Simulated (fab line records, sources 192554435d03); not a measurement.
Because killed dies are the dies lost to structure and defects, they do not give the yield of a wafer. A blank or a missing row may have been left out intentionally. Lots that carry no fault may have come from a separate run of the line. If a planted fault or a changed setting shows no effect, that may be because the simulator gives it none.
A struck lot beside a sound one | flow n5-finfet | 15 out of 1938 route steps
Sound: the wafers L121.1, L121.4, L121.5. Struck: wafers L126.3, L126.4 (left out: L126.6, a lot-mate that was not struck); the cause follows at the end.
For every step that has rows: the tool of each side, followed by ch and its chambers, followed by its first start. Under that, the readings that differ: sound wafers | struck wafers | difference of the means | sigmas: that difference in standard deviations of wafers without a fault.
alike: same words and numbers on both sides, and readings whose means sit less than 2 such deviations apart. not compared: any withheld reading, any reading some wafer has no value for, any bound like >300 that may hide the same value, and any number with overlapping values for which the record gives no deviation.
Wherever a step has rows on one side only, a row that says differs or no value, or a row with sigmas, the two part there. Non-overlapping numbers with no deviation appear without sigmas and do not part them. A reading that every wafer of one side lacks parts them only if that side has two wafers or more.

N5_SD_ACTIVATION_RS_MEAS_03: measures by four-point-probe.
  sound on film-metro-01, day 4 16:41; struck on film-metro-02, day 5 19:24
  alike: RS_SD_N, RS_SD_P
N5_SD_ACTIVATION_INSPECT_02: inspects for defects (darkfield).
  sound on defect-inspect-02, day 4 17:00; struck on defect-inspect-02, day 5 19:41
  alike: raw-defect-count
N5_ILD0_LINER_00: material SiNx, target thk 4 nm, pulse time 1 s, purge time 2 s.
  sound on ald-sin-01 ch 0,1,2, day 4 17:29; struck on ald-sin-01 ch 1,2, day 5 20:10
  alike: heater-power-w, precursor-pulse-height-rel
then, 2 steps without rows for these wafers: N5_ILD0_FCVD_FILL_01 (material SiO2 flowable, target thk 200 nm, time 328.3 s); N5_ILD0_CURE_02 (time 1800 s).
N5_ILD0_CMP_03: polishes, stops on SiNx, t overpolish 1.9 s, target thk 197.38 nm.
  sound on cmp-01 ch 1,2, day 4 19:51; struck on cmp-04 ch 0,2, day 5 22:33
  alike: edge-zone-pressure-frac, motor-current-A, overpolish-run-s, platen-rpm, time-to-endpoint-s
N5_ILD0_THK_MEAS_04:
  sound on film-metro-02, day 4 20:08; struck on film-metro-01, day 5 22:51
  reading     | sound             | struck      | difference | sigmas
  thk-nm (nm) | 199.6 198.1 197.6 | 195.6 195.8 | -2.7       | -2
N5_ILD0_CMP_07: polishes SiO2 flowable, stops on poly-Si, t overpolish 1.18 s, target thk 138.88 nm.
  sound on cmp-04 ch 0,1, day 4 20:10; struck on cmp-03 ch 0,1, day 5 22:55
  alike: edge-zone-pressure-frac, motor-current-A, platen-rpm
N5_ILD0_THK_MEAS_08:
  sound on film-metro-02, day 4 20:28; struck on film-metro-02, day 5 23:10
  alike: thk-nm
then, 1 step without rows for these wafers: N5_ILD0_PRECLEAN_10 (cleans in NF3:NH3, afs cycles 5, time 20 s, sublimation time 60 s).
N5_ILD0_ALD_15: deposits SiNx, target thk 24 nm, pulse time 1 s, ald cycles 480.
  sound on ald-sin-02 ch 0,1,3, day 4 21:11; struck on ald-sin-01 ch 0,3, day 5 23:54
  alike: heater-power-w, precursor-pulse-height-rel
N5_ILD0_CMP_12: polishes SiNx, stops on poly-Si, t overpolish 6 s, target thk 17.67 nm.
  sound on cmp-03 ch 0,2, day 4 23:25; struck on cmp-03 ch 0,3, day 6 02:06
  reading                | sound          | struck    | difference | sigmas
  time-to-endpoint-s (s) | 33.4 29.7 30.1 | 61.2 56.2 | +27.6      | +10
  alike: edge-zone-pressure-frac, motor-current-A, overpolish-run-s, platen-rpm
N5_ILD0_THK_MEAS_13:
  sound on film-metro-01, day 4 23:41; struck on film-metro-02, day 6 02:23
  alike: thk-nm
-- the record jumps here: 5 days lie between the struck wafers' starts before and after (it left off in module ILD0 and takes up again in module BEOL_M4, whose first step shown is number 1111 of the route) --
N5_BEOL_M4_RC_MEAS_101:
  sound on prober-01 ch 0, day 10 17:10; struck on prober-01 ch 0, day 11 03:02
  alike: DIBL_N, DIBL_P, IOFF_N, IOFF_P, ION_N, ION_P, SS_N, SS_P, VT_N, VT_P
-- a jump in the record: the struck wafers' starts before and after are 4 days apart (it breaks off in module BEOL_M4 and resumes in module PASSIVATION, where the first step shown is number 1936 of the route) --
N5_PASSIVATION_PROBE_49:
  sound on prober-01, day 14 20:09; struck on prober-01, day 15 14:29
  reading      | sound    | struck | difference | sigmas
  killed-short | 36 29 33 | 45 48  | +14        | +2
  alike: defect-limited-yield, killed_at_M0_to_M3, killed_at_M4_up, killed-at-contacts, killed-at-front-end, killed-at-other, killed-dies, killed-open, sort_bin_4_leakage, sort_bin_5_function, sort_bin_6_memory, sort-n-pass, sort-yield-pct

## WHERE THEY PART
First at N5_ILD0_THK_MEAS_04; last, within this record, at N5_PASSIVATION_PROBE_49.

WHY: what the simulator had put in
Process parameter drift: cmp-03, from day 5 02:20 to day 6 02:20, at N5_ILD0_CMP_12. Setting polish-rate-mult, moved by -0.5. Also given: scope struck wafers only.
